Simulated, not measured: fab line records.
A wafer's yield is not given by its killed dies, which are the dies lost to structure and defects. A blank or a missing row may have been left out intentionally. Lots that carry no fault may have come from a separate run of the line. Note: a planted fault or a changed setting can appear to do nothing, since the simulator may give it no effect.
Problem report in the 8D (eight disciplines) form, filled by code :: flow n5-finfet :: the parts of the form that need people (team, actions taken, sign-off) are left out

== 1. WHAT IS WRONG ==
At N5_BEOL_M9_SPUTTER_48, cathode-dc-power-W averages 19482 W over 2 wafers from 2 lots, while fault-free wafers read 26000 W, standard deviation 4.9. That is -99 or more standard deviations from the usual mean.
The step: material Cu, target thk 12 nm, time 2 s.
Seen first at day 16 05:49 on pvd-sputter-03, wafer L274.5. The record holds 34 wafers of 12 lots with a number at this step. The rule behind "out" and "out of limits": a value lying over 4 standard deviations away from the usual mean. Any other wafer with a number is counted as sound.

== 2. WHAT IT IS AND WHAT IT IS NOT ==
question: which readings at this step
is: cathode-dc-power-W
is not: bias-v, throttle-valve-pct

question: which lots
is: L272, L274
is not: L256, L257, L258, L259, L261, L263, L264, L265, L276, L278

question: which wafers of those lots
is: L272.1, L274.5
is not: L272.3, L272.5, L274.1, L274.3

question: read on which tools
is: pvd-sputter-03
is not: pvd-sputter-01, pvd-sputter-02

question: when
is: from day 16 05:49
is not: up to then (24 sound wafers); but 8 sound wafers of L272, L276, L278 came after

== 3. WHAT RULES OUT EACH SUSPECT ==
Counting: if a tool at a process step up to the reading ran every lot that is out, it stays a suspect. Sound lots after the first of them don't rule it out here, since some wafers of a struck lot are sound.
- pvd-sputter-03 at N5_BEOL_M9_SPUTTER_48 (material Cu, target thk 12 nm, time 2 s): kept. Every lot that is out went through it, the first being L274 (day 16 05:49); the last sound lot it ran before that was L259 (day 12 12:43). Its own readings are out on those wafers: cathode-dc-power-W.
The count leaves pvd-sputter-03 at N5_BEOL_M9_SPUTTER_48.

== 4. THE CAUSE (what the simulator had put in) ==
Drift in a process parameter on pvd-sputter-03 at N5_BEOL_M9_SPUTTER_48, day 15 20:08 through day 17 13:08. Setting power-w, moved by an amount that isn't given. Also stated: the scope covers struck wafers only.
After counting, this tool was the only one left.

== 5. SEQUENCE OF EFFECTS, ordered by route ==
One row per reading whose mean, taken over the struck wafers that have a number, lies over 3 standard deviations from the usual. Readings are gone through only where the record gives a usual standard deviation; hours: the median, over the lots, of the time from a lot's start at the first step in this table giving one to that lot's start at this step; sigmas: the change measured in usual standard deviations.
hours: 0
step: N5_BEOL_M9_SPUTTER_48
reading: cathode-dc-power-W
usual: 26000 W
on struck wafers: 19482
change: -6518
sigmas: -99 or more
It contains these process steps:
- N5_BEOL_M9_SPUTTER_48: material Cu, target thk 12 nm, time 2 s.

== 6. HOW IT WOULD HAVE BEEN CAUGHT EARLIER ==
10 hours passed between the start of the fault at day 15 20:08 and the first reading out of limits in this record, taken at day 16 05:49.
